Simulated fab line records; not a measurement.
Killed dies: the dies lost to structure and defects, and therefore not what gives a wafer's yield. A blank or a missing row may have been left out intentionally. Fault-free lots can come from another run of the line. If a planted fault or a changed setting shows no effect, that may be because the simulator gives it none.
Split-lot experiment | flow n5 finfet | 7 lots, 21 wafers read, on a route of 1938 steps

== THE SPLIT ==
At N5_SDB_COAT_03 (time 60 s, resist thk 100 nm), the setting spin rpm was moved away from the recipe's 1500 rpm on 6 of the 21 wafers read, by -7.1% to +10.5%. All remaining wafers had this setting at the recipe value.

== FROM THE SPLIT TO THE READING: what the file shows between them, 11 steps ==
- N5_SDB_COAT_05: resist thk 90 nm (also split here: spin rpm)
- N5_SDB_EBR_07
- N5_SDB_SOFTBAKE_06: time 60 s
- N5_SDB_EXPOSE_08: exposes mask SDB
- N5_SDB_PEB_09: peb time 60 s
- N5_SDB_DEVELOP_10: develop time 30 s
- N5_SDB_DESCUM_16: chemistry O2, time 7.9 s
- N5_SDB_ETCH_17: etches SiARC in CF4, target depth 23.4 nm, time 39 s
- N5_SDB_ETCH_18: etches SOC in N2/H2, target depth 100 nm, overetch 20 nm, time 150 s
- N5_SDB_STRIP_19: strips in N2/H2
- N5_SDB_STRIP_21: strips in CF4

== THE READING ==
SOC_of_SDB_COAT_03.thk nm (the simulator's own value, which no gauge read), in nm, at N5_SDB_HM_OPEN_20 (chemistry CH3F/O2, target SiNx, stops on poly-Si, target depth 24 nm). There is no usual value for it anywhere in the file. Across the 15 wafers here that went through the recipe, the average is 84.1 nm and the standard deviation 0.29 nm.

wafer  | tool, chamber at the split | spin rpm as run, rpm | against the recipe | SOC_of_SDB_COAT_03.thk nm, nm | against lot-mates on the recipe
L075.1 | litho track-03, 0          | 1657                 | +10.5%             | 79                            | -4.8
L075.2 | litho track-03, 0          | 1500                 | recipe             | 83.6                          | -
L075.4 | litho track-03, 0          | 1500                 | recipe             | 84                            | -
L086.2 | litho track-02, 0          | 1500                 | recipe             | 84                            | -
L086.3 | litho track-02, 0          | 1500                 | recipe             | 84.2                          | -
L086.4 | litho track-02, 0          | 1500                 | recipe             | 84.2                          | -
L087.2 | litho track-01, 0          | 1500                 | recipe             | 84.2                          | -
L087.4 | litho track-01, 0          | 1500                 | recipe             | 84                            | -
L087.5 | litho track-01, 0          | 1500                 | recipe             | 84                            | -
L090.1 | litho track-01, 0          | 1500                 | recipe             | 85                            | -
L090.3 | litho track-01, 0          | 1589                 | +5.9%              | 81.8                          | -2.7
L090.4 | litho track-01, 0          | 1500                 | recipe             | 84                            | -
L091.1 | litho track-02, 0          | 1639                 | +9.3%              | 79.4                          | -4.6
L091.3 | litho track-02, 0          | 1639                 | +9.3%              | 79.8                          | -4.2
L091.5 | litho track-02, 0          | 1500                 | recipe             | 84                            | -
L092.2 | litho track-02, 0          | 1500                 | recipe             | 84.2                          | -
L092.3 | litho track-02, 0          | 1394                 | -7.1%              | 87.8                          | +3.6
L092.5 | litho track-02, 0          | 1394                 | -7.1%              | 88                            | +3.8
L093.1 | litho track-03, 0          | 1500                 | recipe             | 84                            | -
L093.4 | litho track-03, 0          | 1500                 | recipe             | 83.8                          | -
L093.5 | litho track-03, 0          | 1500                 | recipe             | 84.2                          | -

THE FIT
A straight line over all 21 wafers: SOC_of_SDB_COAT_03.thk nm changes by -0.494 nm for each +1% of spin rpm; r = -0.99; the points scatter about the line by 0.32 nm.
The same after taking each lot's own level away (the mean of its wafers on the recipe; 21 wafers): -0.483 nm for each +1%; r = -0.99; scatter 0.23 nm.
That fit puts the effect of the largest move of spin rpm on the reading at 5.1 nm.
Across the lots, their own levels run from 83.80 to 84.50 nm, a range of 2.4 times the standard deviation given above.
The two slopes are in agreement: the lot-to-lot level therefore moves the slope only a little.
Check: for one of the wafers moved furthest among these (+10.5%), held out of the fit, the line's prediction against its lot-mates is -5.08 nm. Against them it came out at -4.8 nm.

== THE OTHER SPLITS THESE WAFERS WENT THROUGH ==
Other splits were also applied to these wafers ahead of the reading. Each is held against what the fit with the lots' levels taken away leaves over:
other split on the same wafers | wafers away from the commonest value | r with SOC_of_SDB_COAT_03.thk nm (lot level and that fit taken away)
N5_SD_EPI_N_PRECLEAN_49 time s | 11                                   | +0.38
N5_SDB_COAT_05 spin rpm        | 6                                    | +0.39

== THE WHOLE CHAIN: every reading that the file lists as answering this split, in the file's order ==
step              | what it does                                                         | reading                                                                    | change (the file's fit)               | r (the file's)
N5_SDB_COAT_03    | time 60 s, resist thk 100 nm                                         | SOC_of_SDB_COAT_03.thk nm (the simulator's own value, which no gauge read) | -0.478 nm for each +1% of the setting | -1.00
N5_SDB_ETCH_18    | etches SOC in N2/H2, target depth 100 nm, overetch 20 nm, time 150 s | etch.depth nm (the simulator's own value, which no gauge read)             | -0.472 nm for each +1% of the setting | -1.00
N5_SDB_HM_OPEN_20 | chemistry CH3F/O2, target SiNx, stops on poly-Si, target depth 24 nm | SOC_of_SDB_COAT_03.thk nm (the simulator's own value, which no gauge read) | -0.475 nm for each +1% of the setting | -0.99
N5_SDB_STRIP_22   | strips in N2/H2                                                      | strip time to endpoint s                                                   | withheld for each +1% of the setting  | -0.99

== THE FILE'S OWN FIT ==
SOC_of_SDB_COAT_03.thk nm changes by -0.475 nm for each +1% of spin rpm, r = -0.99.
